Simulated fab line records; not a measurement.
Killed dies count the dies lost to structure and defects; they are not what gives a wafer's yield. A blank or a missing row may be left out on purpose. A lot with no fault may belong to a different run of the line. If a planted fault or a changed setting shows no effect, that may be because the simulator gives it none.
Matching of chambers | flow n5-finfet | 4 sister chambers for N5_HKMG_FIN_ALD_75 on ald-hk-03
The step deposits Al2O3, target thk 1 nm, co reactant pulse time 1 s. 4 wafers are shown with their chamber, then 7 later ones without.

EACH WAFER AND ITS CHAMBER
wafer  | chamber | heater-power-w (W)
L083.5 | 0       | 184
L084.4 | 3       | 145
L094.2 | 1       | 154
L094.3 | 2       | 117

WAFERS WITHOUT THEIR CHAMBER
wafer  | heater-power-w (W)
L094.6 | 145
L096.1 | 147
L096.2 | 184
L096.5 | 118
L097.1 | 153
L097.2 | 145
L097.4 | 116

WHICH CHAMBER EACH WENT THROUGH
wafer  | from the rows above | in truth
L094.6 | 3                   | 3
L096.1 | 3                   | 3
L096.2 | 0                   | 0
L096.5 | 2                   | 2
L097.1 | 1                   | 1
L097.2 | 3                   | 3
L097.4 | 2                   | 2
Placed correctly: 7 of 7. Can't be placed from these rows: 0. 0 placed wrongly.
How it was worked out, from the rows above alone: a wafer's distance from a chamber is the root of the sum, over the readings, of the square of ((its reading less the chamber's mean) divided by the reading's scatter). If the next closest chamber is less than 2 further off than the closest, the wafer can't be placed; otherwise it belongs to the closest. For every chamber, the mean is computed from those of its wafers that are shown. The scatter (one wafer shown for each chamber): square how far every hidden wafer sits from the nearest shown wafer, average those squares and take the square root.
